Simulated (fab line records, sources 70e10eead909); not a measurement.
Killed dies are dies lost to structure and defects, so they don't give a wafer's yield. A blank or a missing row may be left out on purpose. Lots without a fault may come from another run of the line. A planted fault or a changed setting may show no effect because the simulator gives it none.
A struck lot beside a sound one | flow nand_harc | 42 steps out of a route of 1302
Sound: wafers L742.1, L742.5, L742.6. Struck: wafers L744.1, L744.2, L744.3. The cause comes at the end.
At each step with rows: each side's tool, then ch and its chambers, then its first start. Under that, the readings that differ: sound wafers | struck wafers | difference of the means | sigmas: that difference in standard deviations of wafers without a fault.
alike: readings whose means differ by less than 2 such deviations, and words and numbers that are the same on both sides. not compared: withheld readings, readings that some wafer has no value for, bounds like >300 that may hide the same value, and numbers for which the record gives no deviation and whose values overlap.
The two part at a step that has a row with sigmas, a row that says differs or no value, or rows on one side only. Numbers that don't overlap but have no deviation are shown without sigmas and don't part them. A reading that every wafer of one side lacks parts them only if that side has two wafers or more.

first, 5 steps without rows for these wafers: NHARC_A_M1_SOFTBAKE_04 (time 55 s); NHARC_A_M1_EBR_05; NHARC_A_M1_EXPOSE_06 (exposes mask A M1, target cd 120 nm); NHARC_A_M1_PEB_07 (peb time 65 s); NHARC_A_M1_DEVELOP_08 (develop time 35 s).
NHARC_A_M1_CD_MEAS_09: target cd 120 nm.
  sound on cd_sem-01 ch 0, day 24 01:15; struck on cd_sem-01 ch 0, day 24 23:59
  alike: cd_nm
NHARC_A_M1_OVL_MEAS_10: pitch 240 nm.
  sound on overlay-02, day 24 01:20; struck on overlay-01, day 25 00:04
  reading           | sound          | struck      | difference | sigmas
  overlay_x_nm (nm) | -0.9 -0.7 -0.8 | 1.9 2.4 1.5 | +2.7       | +3
  overlay_y_nm (nm) | -0.6 -0.9 -1.5 | 1.0 1.0 0.8 | +1.9       | +2
NHARC_A_M1_INSPECT_11:
  sound on defect_inspect-01, day 24 01:23; struck on defect_inspect-02, day 25 00:06
  alike: raw_defect_count
then, 2 steps without rows for these wafers: NHARC_A_M1_DESCUM_14 (chemistry O2, time 3 s); NHARC_A_M1_ETCH_35 (etches the open film in N2/H2, target depth 40 nm, overetch 12 nm, time 43.94 s).
NHARC_A_M1_ETCH_15: etches the open film in C4F8/Ar, target depth 182.5 nm, time 91.2 s.
  sound on rie_diel-13 ch 0,1,2; struck on rie_diel-13 ch 1,2,3
  alike: oes_product_au, rf_vpp_V
  not compared: rf_hours_counter_h
NHARC_A_M1_CD_MEAS_16:
  sound on cd_sem-03, day 24 01:44; struck on cd_sem-02, day 25 00:28
  alike: cd_nm
NHARC_A_M1_STRIP_18: strips in N2/H2.
  sound on rie_diel-04 ch 1,2, day 24 01:50; struck on rie_diel-04 ch 0,1,3, day 25 00:34
  alike: drypump_motor_current_A, oes_product_au, rf_vpp_V, showerhead_plenum_p_Torr, throttle_valve_pct
  not compared: rf_hours_counter_h
then, 4 steps without rows for these wafers: NHARC_A_M1_ETCH_28 (etches the open film in CF4/N2, target depth 30 nm, time 72.99 s); NHARC_A_M1_STRIP_19 (strips in post etch residue remover, time 600 s); NHARC_A_M1_DEGAS_29 (time 60 s); NHARC_A_M1_PRE_CLEAN_30 (time 30 s).
NHARC_A_M1_PVD_20: deposits TaN, target thk 5 nm, time 8.06 s.
  sound on pvd_sputter-03; struck on pvd_sputter-02
  alike: cathode_dc_power_W, throttle_valve_pct
NHARC_A_M1_PVD_21: deposits Cu, target thk 30 nm, time 20.49 s.
  sound on pvd_sputter-03; struck on pvd_sputter-02
  alike: cathode_dc_power_W, throttle_valve_pct
then, 3 steps without rows for these wafers: NHARC_A_M1_ECD_22 (material Cu, target thk 400 nm); NHARC_A_M1_ANNEAL_31 (time 90 s); NHARC_A_M1_CMP_23 (polishes, t overpolish 20 s, target thk 154.34 nm).
NHARC_A_M1_THK_MEAS_24: measures by xrf.
  sound on film_metro-01, day 24 03:51; struck on film_metro-02, day 25 02:34
  alike: thk_nm
then, 1 step without rows for these wafers: NHARC_A_M1_SRD_25.
NHARC_A_M1_PRE_CLEAN_32: time 12 s.
  sound on pecvd-04 ch 0,2, day 24 04:05; struck on pecvd-03 ch 0,1,2, day 25 02:47
  alike: heater_power_w, susceptor_temp_C
NHARC_A_M1_DEP_33: deposits SiCN, target thk 30 nm.
  sound on pecvd-04 ch 0,2, day 24 04:12; struck on pecvd-03 ch 0,1,2, day 25 02:52
  alike: chamber_pressure_Torr, heater_power_w, susceptor_temp_C
then, 2 steps without rows for these wafers: NHARC_A_BONDPAD_DEP_00 (deposits SiCN, target thk 250 nm); NHARC_A_BONDPAD_CMP_29 (polishes SiCN, target thk 200 nm).
NHARC_A_BONDPAD_THK_MEAS_30: measures by ellipsometry.
  sound on film_metro-01, day 24 05:22; struck on film_metro-02, day 25 04:05
  alike: thk_nm
then, 10 steps without rows for these wafers: NHARC_A_BONDPAD_SRD_31; NHARC_A_BONDPAD_DEHYDRATE_01 (time 120 s); NHARC_A_BONDPAD_HMDS_02 (time 30 s); NHARC_A_BONDPAD_COAT_33 (time 65 s); NHARC_A_BONDPAD_COAT_03 (resist thk 600 nm); NHARC_A_BONDPAD_SOFTBAKE_04 (time 70 s); NHARC_A_BONDPAD_EBR_05; NHARC_A_BONDPAD_EXPOSE_06 (exposes mask A BPAD); NHARC_A_BONDPAD_PEB_07 (peb time 80 s); NHARC_A_BONDPAD_DEVELOP_08 (time 50 s).
NHARC_A_BONDPAD_CD_MEAS_09: target cd 500 nm.
  sound on cd_sem-01 ch 0, day 24 05:48; struck on cd_sem-01 ch 0, day 25 04:32
  alike: cd_nm
NHARC_HYBRID_BOND_ACTIVATE_00: chemistry N2, time 60 s.
  sound on rie_diel-08 ch 2,3, day 24 08:40; struck on rie_diel-08 ch 0,2,3, day 25 11:37
  reading | sound | struck                                                                     | difference                   | sigmas
  hold    | - - - | await_dispo/4.1h/release await_dispo/4.1h/release await_dispo/4.1h/release | no value on the sound wafers |
  alike: drypump_motor_current_A, oes_product_au, rf_vpp_V, showerhead_plenum_p_Torr
  not compared: rf_hours_counter_h
NHARC_END_SORT_01:
  sound on prober-02 ch 0, day 25 12:50; struck on prober-01 ch 0, day 26 23:26
  reading                  | sound    | struck      | difference | sigmas
  defect_limited_yield (%) | 97 96 96 | 80 80 83    | -15        | -5
  killed_at_array          | 18 21 21 | 128 131 116 | +105       | +5
  killed_dies              | 20 24 26 | 135 134 118 | +106       | +5
  alike: killed_at_other, killed_at_periphery, killed_open, killed_short

WHERE THEY PART
First at NHARC_A_M1_OVL_MEAS_10; last, within this record, at NHARC_END_SORT_01.

WHY: what the simulator had put in
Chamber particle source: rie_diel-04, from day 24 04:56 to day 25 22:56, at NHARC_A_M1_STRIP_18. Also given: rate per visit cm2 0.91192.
